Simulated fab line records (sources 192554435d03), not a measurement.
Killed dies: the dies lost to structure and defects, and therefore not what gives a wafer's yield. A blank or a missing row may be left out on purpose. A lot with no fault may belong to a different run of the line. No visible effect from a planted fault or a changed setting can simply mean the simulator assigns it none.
Chamber matching ; flow n5_finfet ; N5_BEOL_M0_SAQP_ETCH_106 on rie_diel-03 has 4 sister chambers
The step etches SOC in N2/H2, stops on SiNx, target depth 150 nm. 4 wafers are shown with their chamber, then 8 later ones without.

EACH WAFER AND ITS CHAMBER
wafer;chamber;drypump_motor_current_A (A)
L093.1;3;6.5
L093.4;2;5.5
L093.5;1;6.1
L096.1;0;5.1

WAFERS MISSING THEIR CHAMBER
wafer;drypump_motor_current_A (A)
L096.2;5.5
L096.3;6.4
L096.4;6.1
L096.5;5.1
L096.6;6.1
L097.2;6.1
L097.3;5.1
L097.4;5.5

EACH ONE'S CHAMBER
wafer;from the rows above;in truth
L096.2;2;2
L096.3;3;3
L096.4;1;1
L096.5;0;0
L096.6;1;1
L097.2;1;1
L097.3;0;0
L097.4;2;2
8 of 8 placed correctly. Not placeable from these rows: 0. 0 placed wrongly.
How it was worked out, from the rows above alone: a wafer's distance from a chamber is the root of the sum, over the readings, of the square of ((its reading less the chamber's mean) divided by the reading's scatter). If the next closest chamber is less than 2 further off than the closest, the wafer can't be placed; otherwise it belongs to the closest. For every chamber, the mean is computed from those of its wafers that are shown. The scatter: root of mean squared gap, hidden wafer to nearest shown wafer, with one shown wafer a chamber.
